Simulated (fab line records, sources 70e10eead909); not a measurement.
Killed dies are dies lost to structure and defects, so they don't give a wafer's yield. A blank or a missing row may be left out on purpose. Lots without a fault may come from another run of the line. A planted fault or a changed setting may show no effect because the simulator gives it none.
A struck lot beside a sound one | flow nand_harc | 41 steps out of a route of 1159
Sound: wafers L221.4, L221.5, L221.6. Struck: wafers L230.3, L230.5, L230.6. The cause comes at the end.
At each step with rows: each side's tool, then ch and its chambers, then its first start. Under that, the readings that differ: sound wafers | struck wafers | difference of the means | sigmas: that difference in standard deviations of wafers without a fault.
alike: readings whose means differ by less than 2 such deviations, and words and numbers that are the same on both sides. not compared: withheld readings, readings that some wafer has no value for, bounds like >300 that may hide the same value, and numbers for which the record gives no deviation and whose values overlap.
The two part at a step that has a row with sigmas, a row that says differs or no value, or rows on one side only. Numbers that don't overlap but have no deviation are shown without sigmas and don't part them. A reading that every wafer of one side lacks parts them only if that side has two wafers or more.

first, 3 steps without rows for these wafers: NHARC_A_CONTACT_EXPOSE_05 (exposes mask A CC); NHARC_A_CONTACT_PEB_06 (peb time 65 s); NHARC_A_CONTACT_DEVELOP_07 (develop time 35 s).
NHARC_A_CONTACT_CD_MEAS_08: target cd 100 nm.
  sound on cd_sem-03 ch 0, day 18 12:27; struck on cd_sem-01 ch 0, day 20 05:54
  alike: cd_nm
NHARC_A_CONTACT_OVL_MEAS_09:
  sound on overlay-01, day 18 12:33; struck on overlay-02, day 20 05:59
  alike: overlay_x_nm, overlay_y_nm
NHARC_A_CONTACT_INSPECT_10:
  sound on defect_inspect-01, day 18 12:35; struck on defect_inspect-01, day 20 06:01
  reading          | sound  | struck   | difference | sigmas
  raw_defect_count | 6 15 8 | 53 48 47 | +40        | +3
then, 6 steps without rows for these wafers: NHARC_A_CONTACT_DESCUM_13 (chemistry O2, time 3 s); NHARC_A_CONTACT_ETCH_88 (etches the open film in CF4, target depth 39 nm, time 65 s); NHARC_A_CONTACT_ETCH_89 (etches the open film in N2/H2, target depth 260 nm, time 475.3 s); NHARC_A_CONTACT_ETCH_30 (etches the open film in CF4/CHF3, target depth 60.5 nm, time 30.2 s); NHARC_A_CONTACT_ETCH_31 (etches the open film in O2/COS, target depth 2000 nm, time 520 s); NHARC_A_CONTACT_ETCH_134 (etches the open film in C4F8/O2/Ar, time 140 s, target depth 700 nm).
NHARC_A_CONTACT_ETCH_135: etches the open film in C4F8/O2/Ar, time 132 s, target depth 1287 nm.
  sound on har_cap_etch-03 ch 0,1, day 18 13:52; struck on har_cap_etch-01 ch 0,1, day 20 07:58
  alike: chamber_pressure_mTorr
  not compared: rf_hours_counter_h
NHARC_A_CONTACT_ETCH_136: etches the open film in C4F8/O2/Ar, time 132 s, target depth 1287 nm.
  sound on har_cap_etch-03 ch 0,1, day 18 14:00; struck on har_cap_etch-01 ch 0,1, day 20 08:06
  alike: chamber_pressure_mTorr
  not compared: rf_hours_counter_h
then, 1 step without rows for these wafers: NHARC_A_CONTACT_ETCH_137 (etches the open film in C4F8/O2/Ar, time 132 s, target depth 1287 nm).
NHARC_A_CONTACT_ETCH_138: etches the open film in C4F8/O2/Ar, time 132 s, target depth 1289 nm.
  sound on har_cap_etch-03 ch 0,1, day 18 14:14; struck on har_cap_etch-01 ch 0,1, day 20 08:26
  alike: chamber_pressure_mTorr
  not compared: rf_hours_counter_h
NHARC_A_CONTACT_ETCH_139: etches the open film in C4F8/O2/Ar, time 137 s, target depth 590 nm.
  sound on har_cap_etch-03 ch 0,1, day 18 14:24; struck on har_cap_etch-01 ch 0,1, day 20 08:40
  alike: chamber_pressure_mTorr
  not compared: rf_hours_counter_h
NHARC_A_CONTACT_ETCH_92: etches the open film in CH3F/O2, target depth 40 nm, time 85.7 s.
  sound on rie_diel-02 ch 0,3, day 18 14:44; struck on rie_diel-02 ch 1,2, day 20 09:01
  reading                     | sound       | struck      | difference | sigmas
  drypump_motor_current_A (A) | 5.6 5.6 4.9 | 6.2 5.8 6.3 | +0.7       | +2
  alike: chamber_pressure_mTorr, oes_product_au, rf_vpp_V, showerhead_plenum_p_Torr, throttle_valve_pct
  not compared: rf_hours_counter_h
then, 1 step without rows for these wafers: NHARC_A_CONTACT_ETCH_98 (etches the open film in C4F6/O2, target depth 20 nm, time 10 s).
NHARC_A_CONTACT_CD_MEAS_15:
  sound on cd_sem-03, day 18 14:57; struck on cd_sem-03, day 20 09:13
  alike: cd_nm
then, 3 steps without rows for these wafers: NHARC_A_CONTACT_STRIP_107 (strips in N2/H2); NHARC_A_CONTACT_STRIP_108 (strips in CF4/CHF3); NHARC_A_CONTACT_STRIP_109 (strips in O2/COS).
NHARC_A_CONTACT_ETCH_110: etches the open film in CF4/O2, target depth 50 nm, overetch 5 nm, time 27.5 s.
  sound on rie_diel-02 ch 2,3, day 18 15:14; struck on rie_diel-02 ch 1,2, day 20 09:31
  reading                     | sound          | struck         | difference | sigmas
  drypump_motor_current_A (A) | 4.93 4.90 6.22 | 5.82 5.82 6.25 | +0.61      | +2
  alike: chamber_pressure_mTorr, oes_o_777_au, oes_product_au, rf_vpp_V, showerhead_plenum_p_Torr, throttle_valve_pct
  not compared: rf_hours_counter_h
then, 16 steps without rows for these wafers: NHARC_A_CONTACT_STRIP_26 (strips in O2); NHARC_A_CONTACT_STRIP_27 (strips in post etch residue remover, time 600 s); NHARC_A_CONTACT_ALD_18 (deposits TiN, target thk 3 nm, pulse time 1 s, ald cycles 150); NHARC_A_CONTACT_CVD_19 (deposits W, target thk 300 nm, time 802 s); NHARC_A_CONTACT_CMP_20 (polishes, t overpolish 30 s, target thk 300 nm); NHARC_A_CONTACT_SRD_22; NHARC_A_BLC_DEHYDRATE_00 (time 120 s); NHARC_A_BLC_HMDS_01 (time 30 s); NHARC_A_BLC_COAT_02 (time 75 s); NHARC_A_BLC_COAT_03 (time 65 s); NHARC_A_BLC_COAT_04 (resist thk 90 nm); NHARC_A_BLC_SOFTBAKE_05 (time 55 s); NHARC_A_BLC_EBR_06; NHARC_A_BLC_EXPOSE_07 (exposes mask A BLC, target cd 100 nm); NHARC_A_BLC_PEB_08 (peb time 65 s); NHARC_A_BLC_DEVELOP_09 (develop time 35 s).
-- the record jumps here: 2 days lie between the struck wafers' starts before and after (it left off in module A_BLC and takes up again in module END, whose first step shown is number 1159 of the route) --
NHARC_END_SORT_01:
  the record has rows for the struck wafers here (prober-01 ch 0, day 22 11:41) and none for the sound ones

WHERE THEY PART
First at NHARC_A_CONTACT_INSPECT_10; last, within this record, at NHARC_END_SORT_01.

WHY: what the simulator had put in
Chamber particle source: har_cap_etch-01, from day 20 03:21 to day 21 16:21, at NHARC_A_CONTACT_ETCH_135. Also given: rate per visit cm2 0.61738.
